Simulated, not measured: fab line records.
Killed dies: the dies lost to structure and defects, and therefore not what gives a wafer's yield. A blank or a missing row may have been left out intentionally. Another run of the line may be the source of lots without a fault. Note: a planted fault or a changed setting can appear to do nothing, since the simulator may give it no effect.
Which tool was responsible? :: flow nandHarc :: 13 lots with 39 wafers sampled at 5 steps, on a route of 1159 steps

WHAT EACH GAUGE READ, for each wafer
NHARC_END_SORT_01.
lot: L652
measured: day 22 02:50
on: prober-02
killedAtArray: 31 28 34
killedAtOther: 0 0 1
killedAtPeriphery: 1 505 1
killedDies: 32 533 36
killedOpen: 3 4 5
killedShort: 0 3 1

lot: L649
measured: day 22 10:38
on: prober-01
killedAtArray: 32 47 35
killedAtOther: 1 0 1
killedAtPeriphery: 510 2 494
killedDies: 543 49 530
killedOpen: 6 3 3
killedShort: 3 2 3

EACH LOT AND THE TOOL THAT RAN IT (in order: tool; ch and the chambers of the sampled wafers; start)
lot: L638
NHARC_P_GATE_STRIP_95: plasmaAsher-02 ch 0,1, day 5 12:40
NHARC_P_GATE_RTA_80: rtpAnneal-01 ch 0, day 5 14:14
NHARC_P_CONTACT_ETCH_36: rieDiel-03 ch 1,2,3, day 5 16:54
NHARC_P_CONTACT_PVD_32: pvdSputter-01, no start

lot: L641
NHARC_P_GATE_STRIP_95: plasmaAsher-02 ch 1, day 6 04:32
NHARC_P_GATE_RTA_80: rtpAnneal-02 ch 0, day 6 05:47
NHARC_P_CONTACT_ETCH_36: rieDiel-03 ch 1,2, day 6 08:36
NHARC_P_CONTACT_PVD_32: pvdSputter-01, no start

lot: L640
NHARC_P_GATE_STRIP_95: plasmaAsher-01 ch 0,1, day 6 05:01
NHARC_P_GATE_RTA_80: rtpAnneal-01 ch 0, day 6 06:14
NHARC_P_CONTACT_ETCH_36: rieDiel-09 ch 0,1,2, day 6 08:53
NHARC_P_CONTACT_PVD_32: pvdSputter-01, no start

lot: L642
NHARC_P_GATE_STRIP_95: plasmaAsher-02 ch 0,1, day 6 18:16
NHARC_P_GATE_RTA_80: rtpAnneal-01 ch 0, day 6 19:34
NHARC_P_CONTACT_ETCH_36: rieDiel-09 ch 1,2, day 6 22:12
NHARC_P_CONTACT_PVD_32: pvdSputter-03, no start

lot: L645
NHARC_P_GATE_STRIP_95: plasmaAsher-02 ch 1, day 7 03:41
NHARC_P_GATE_RTA_80: rtpAnneal-01 ch 0, day 7 04:52
NHARC_P_CONTACT_ETCH_36: rieDiel-09 ch 1,2, day 7 07:41
NHARC_P_CONTACT_PVD_32: pvdSputter-03, no start

lot: L644
NHARC_P_GATE_STRIP_95: plasmaAsher-01 ch 0,1, day 7 03:58
NHARC_P_GATE_RTA_80: rtpAnneal-02 ch 0, day 7 05:07
NHARC_P_CONTACT_ETCH_36: rieDiel-03 ch 0,1, day 7 07:56
NHARC_P_CONTACT_PVD_32: pvdSputter-02, no start

lot: L643
NHARC_P_GATE_STRIP_95: plasmaAsher-01 ch 0,1, day 7 06:14
NHARC_P_GATE_RTA_80: rtpAnneal-01 ch 0, day 7 07:31
NHARC_P_CONTACT_ETCH_36: rieDiel-03 ch 0,1,3, day 7 10:11
NHARC_P_CONTACT_PVD_32: pvdSputter-01, no start

lot: L652
NHARC_P_GATE_STRIP_95: plasmaAsher-01 ch 0,1, day 8 14:36
NHARC_P_GATE_RTA_80: rtpAnneal-01 ch 0, day 8 15:46
NHARC_P_CONTACT_ETCH_36: rieDiel-03 ch 0,1,3, day 8 18:16
NHARC_P_CONTACT_PVD_32: pvdSputter-02, day 22 02:50 or earlier

lot: L650
NHARC_P_GATE_STRIP_95: plasmaAsher-02 ch 0,1, day 8 15:18
NHARC_P_GATE_RTA_80: rtpAnneal-01 ch 0, day 8 16:33
NHARC_P_CONTACT_ETCH_36: rieDiel-04 ch 0,1,3, day 8 19:13
NHARC_P_CONTACT_PVD_32: pvdSputter-03, no start

lot: L649
NHARC_P_GATE_STRIP_95: plasmaAsher-01 ch 0,1, day 8 16:35
NHARC_P_GATE_RTA_80: rtpAnneal-02 ch 0, day 8 17:47
NHARC_P_CONTACT_ETCH_36: rieDiel-03 ch 0,3, day 8 20:17
NHARC_P_CONTACT_PVD_32: pvdSputter-02, day 22 10:38 or earlier

lot: L655
NHARC_P_GATE_STRIP_95: plasmaAsher-02 ch 0,1, day 9 16:52
NHARC_P_GATE_RTA_80: rtpAnneal-01 ch 0, day 9 18:02
NHARC_P_CONTACT_ETCH_36: rieDiel-09 ch 2,3, day 9 20:41
NHARC_P_CONTACT_PVD_32: pvdSputter-01, no start

lot: L657
NHARC_P_GATE_STRIP_95: plasmaAsher-02 ch 0,1, day 10 00:53
NHARC_P_GATE_RTA_80: rtpAnneal-02 ch 0, day 10 02:04
NHARC_P_CONTACT_ETCH_36: rieDiel-09 ch 1,2,3, day 10 05:23
NHARC_P_CONTACT_PVD_32: pvdSputter-01, no start

lot: L660
NHARC_P_GATE_STRIP_95: plasmaAsher-02 ch 0,1, day 11 01:23
NHARC_P_GATE_RTA_80: rtpAnneal-01 ch 0, day 11 02:32
NHARC_P_CONTACT_ETCH_36: rieDiel-09 ch 0,1,3, day 11 05:18
NHARC_P_CONTACT_PVD_32: pvdSputter-01, no start
- NHARC_P_GATE_STRIP_95: strips in O2.
- NHARC_P_GATE_RTA_80: time 30 s.
- NHARC_P_CONTACT_ETCH_36: etches the open film in N2/H2, target depth 260 nm, time 406.25 s.
- NHARC_P_CONTACT_PVD_32: deposits Ti, target thk 5 nm, time 17.7 s.

WHAT THE TOOLS THEMSELVES READ (means of the sampled wafers that have a number; where no wafer has one, the mark that the record gives instead)
NHARC_P_GATE_STRIP_95.
lot: L638
tool: plasmaAsher-02
drypumpMotorCurrentA (A): 5.35
heaterPowerW (W): 313

lot: L641
tool: plasmaAsher-02
drypumpMotorCurrentA (A): 5.40
heaterPowerW (W): 309

lot: L640
tool: plasmaAsher-01
drypumpMotorCurrentA (A): 5.52
heaterPowerW (W): 339

lot: L642
tool: plasmaAsher-02
drypumpMotorCurrentA (A): 5.31
heaterPowerW (W): 321

lot: L645
tool: plasmaAsher-02
drypumpMotorCurrentA (A): 5.42
heaterPowerW (W): 311

lot: L644
tool: plasmaAsher-01
drypumpMotorCurrentA (A): 5.48
heaterPowerW (W): 344

lot: L643
tool: plasmaAsher-01
drypumpMotorCurrentA (A): 5.52
heaterPowerW (W): 337

lot: L652
tool: plasmaAsher-01
drypumpMotorCurrentA (A): 5.46
heaterPowerW (W): 338

lot: L650
tool: plasmaAsher-02
drypumpMotorCurrentA (A): 5.33
heaterPowerW (W): 323

lot: L649
tool: plasmaAsher-01
drypumpMotorCurrentA (A): 5.49
heaterPowerW (W): 341

lot: L655
tool: plasmaAsher-02
drypumpMotorCurrentA (A): 5.38
heaterPowerW (W): 308

lot: L657
tool: plasmaAsher-02
drypumpMotorCurrentA (A): 5.32
heaterPowerW (W): 307

lot: L660
tool: plasmaAsher-02
drypumpMotorCurrentA (A): 5.31
heaterPowerW (W): 311

NHARC_P_GATE_RTA_80.
lot: L638
tool: rtpAnneal-01
wafer_temp_C_max: 302.9

lot: L641
tool: rtpAnneal-02
wafer_temp_C_max: 301.5

lot: L640
tool: rtpAnneal-01
wafer_temp_C_max: 302.5

lot: L642
tool: rtpAnneal-01
wafer_temp_C_max: 302.3

lot: L645
tool: rtpAnneal-01
wafer_temp_C_max: 302.7

lot: L644
tool: rtpAnneal-02
wafer_temp_C_max: 301.3

lot: L643
tool: rtpAnneal-01
wafer_temp_C_max: 302.7

lot: L652
tool: rtpAnneal-01
wafer_temp_C_max: 302.9

lot: L650
tool: rtpAnneal-01
wafer_temp_C_max: 303.0

lot: L649
tool: rtpAnneal-02
wafer_temp_C_max: 301.5

lot: L655
tool: rtpAnneal-01
wafer_temp_C_max: 302.4

lot: L657
tool: rtpAnneal-02
wafer_temp_C_max: 301.8

lot: L660
tool: rtpAnneal-01
wafer_temp_C_max: 302.7

NHARC_P_CONTACT_ETCH_36.
lot: L638
tool: rieDiel-03
drypumpMotorCurrentA (A): 5.5
n2FlowSccm (sccm): 149.9
oesProductAu (a.u.): 1.004
rfVppV (V): 433.2
runLengthS (s): 427.7
showerheadPlenumPTorr (Torr): 2.15
throttleValvePct (%): 14.173

lot: L641
tool: rieDiel-03
drypumpMotorCurrentA (A): 5.4
n2FlowSccm (sccm): 149.8
oesProductAu (a.u.): 1.005
rfVppV (V): 432.9
runLengthS (s): 427.4
showerheadPlenumPTorr (Torr): 2.14
throttleValvePct (%): 14.171

lot: L640
tool: rieDiel-09
drypumpMotorCurrentA (A): 5.6
n2FlowSccm (sccm): 149.7
oesProductAu (a.u.): 1.000
rfVppV (V): 429.5
runLengthS (s): 427.7
showerheadPlenumPTorr (Torr): 2.00
throttleValvePct (%): 14.173

lot: L642
tool: rieDiel-09
drypumpMotorCurrentA (A): 5.2
n2FlowSccm (sccm): 149.7
oesProductAu (a.u.): 0.988
rfVppV (V): 428.6
runLengthS (s): 427.7
showerheadPlenumPTorr (Torr): 1.99
throttleValvePct (%): 14.169

lot: L645
tool: rieDiel-09
drypumpMotorCurrentA (A): 5.1
n2FlowSccm (sccm): 149.9
oesProductAu (a.u.): 0.992
rfVppV (V): 431.5
runLengthS (s): 428.2
showerheadPlenumPTorr (Torr): 2.07
throttleValvePct (%): 14.174

lot: L644
tool: rieDiel-03
drypumpMotorCurrentA (A): 5.8
n2FlowSccm (sccm): 150.3
oesProductAu (a.u.): 1.015
rfVppV (V): 431.4
runLengthS (s): 427.3
showerheadPlenumPTorr (Torr): 2.05
throttleValvePct (%): 14.169

lot: L643
tool: rieDiel-03
drypumpMotorCurrentA (A): 5.8
n2FlowSccm (sccm): 149.9
oesProductAu (a.u.): 1.002
rfVppV (V): 432.7
runLengthS (s): 427.6
showerheadPlenumPTorr (Torr): 2.12
throttleValvePct (%): 14.171

lot: L652
tool: rieDiel-03
drypumpMotorCurrentA (A): 5.8
n2FlowSccm (sccm): 149.8
oesProductAu (a.u.): 1.009
rfVppV (V): 432.9
runLengthS (s): 395.7
showerheadPlenumPTorr (Torr): 2.12
throttleValvePct (%): 14.178

lot: L650
tool: rieDiel-04
drypumpMotorCurrentA (A): 5.9
n2FlowSccm (sccm): 149.7
oesProductAu (a.u.): 0.990
rfVppV (V): 431.8
runLengthS (s): 427.3
showerheadPlenumPTorr (Torr): 2.13
throttleValvePct (%): 14.168

lot: L649
tool: rieDiel-03
drypumpMotorCurrentA (A): 6.0
n2FlowSccm (sccm): 150.2
oesProductAu (a.u.): 1.017
rfVppV (V): 432.0
runLengthS (s): 364.5
showerheadPlenumPTorr (Torr): 2.06
throttleValvePct (%): 14.169

lot: L655
tool: rieDiel-09
drypumpMotorCurrentA (A): 5.8
n2FlowSccm (sccm): 149.8
oesProductAu (a.u.): 0.993
rfVppV (V): 428.1
runLengthS (s): 428.2
showerheadPlenumPTorr (Torr): 1.95
throttleValvePct (%): 14.179

lot: L657
tool: rieDiel-09
drypumpMotorCurrentA (A): 5.4
n2FlowSccm (sccm): 149.8
oesProductAu (a.u.): 0.982
rfVppV (V): 429.7
runLengthS (s): 427.8
showerheadPlenumPTorr (Torr): 2.01
throttleValvePct (%): 14.167

lot: L660
tool: rieDiel-09
drypumpMotorCurrentA (A): 5.7
n2FlowSccm (sccm): 150.0
oesProductAu (a.u.): 0.991
rfVppV (V): 429.9
runLengthS (s): 427.7
showerheadPlenumPTorr (Torr): 2.01
throttleValvePct (%): 14.167

NHARC_P_CONTACT_PVD_32.
lot: L638
tool: pvdSputter-01
throttleValvePct (%): 31.1

lot: L641
tool: pvdSputter-01
throttleValvePct (%): 31.3

lot: L640
tool: pvdSputter-01
throttleValvePct (%): 31.2

lot: L642
tool: pvdSputter-03
throttleValvePct (%): 31.2

lot: L645
tool: pvdSputter-03
throttleValvePct (%): 31.1

lot: L644
tool: pvdSputter-02
throttleValvePct (%): 30.2

lot: L643
tool: pvdSputter-01
throttleValvePct (%): 30.7

lot: L652
tool: pvdSputter-02
throttleValvePct (%): 30.0

lot: L650
tool: pvdSputter-03
throttleValvePct (%): 31.0

lot: L649
tool: pvdSputter-02
throttleValvePct (%): 30.4

lot: L655
tool: pvdSputter-01
throttleValvePct (%): 30.1

lot: L657
tool: pvdSputter-01
throttleValvePct (%): 30.8

lot: L660
tool: pvdSputter-01
throttleValvePct (%): 30.7

THE ANSWER, worked out from the rows above alone
Rule: the usual values come from the lots themselves. The widest of any qualifying gaps counts: lots, ordered by their means at a reading, are off when they make up no more than a third of the lots, leave a main group of 4 or more, and stand apart from it by 3 or more times the standard deviation of that group's means. If all means in a main group match to the digits the tables above print for the reading, that group is not used. Also off: a lot with no number at a reading for which 4 or more lots have one. Where the step has rows for the other lots, those lots are counted as sound. Order of review: gauges by route order, followed by the tools' own readings, for which a lot's mean as printed above is used. The first step at which some lot is off is used, and at that step the reading that is off furthest; a lot without a number counts as furthest.
Off: L652, L649 (NHARC_P_CONTACT_ETCH_36, runLengthS). Main group: mean 427.7 s, sd 0.29.
If a tool, at that step or one of the process steps before it, ran each lot that is off and ran no sound lot following the first of them, it fits. 2 tools fit, plasmaAsher-01 at NHARC_P_GATE_STRIP_95 and rieDiel-03 at NHARC_P_CONTACT_ETCH_36, so this cannot tell which one it is.

WHAT HAD BEEN PUT IN BY THE SIMULATOR
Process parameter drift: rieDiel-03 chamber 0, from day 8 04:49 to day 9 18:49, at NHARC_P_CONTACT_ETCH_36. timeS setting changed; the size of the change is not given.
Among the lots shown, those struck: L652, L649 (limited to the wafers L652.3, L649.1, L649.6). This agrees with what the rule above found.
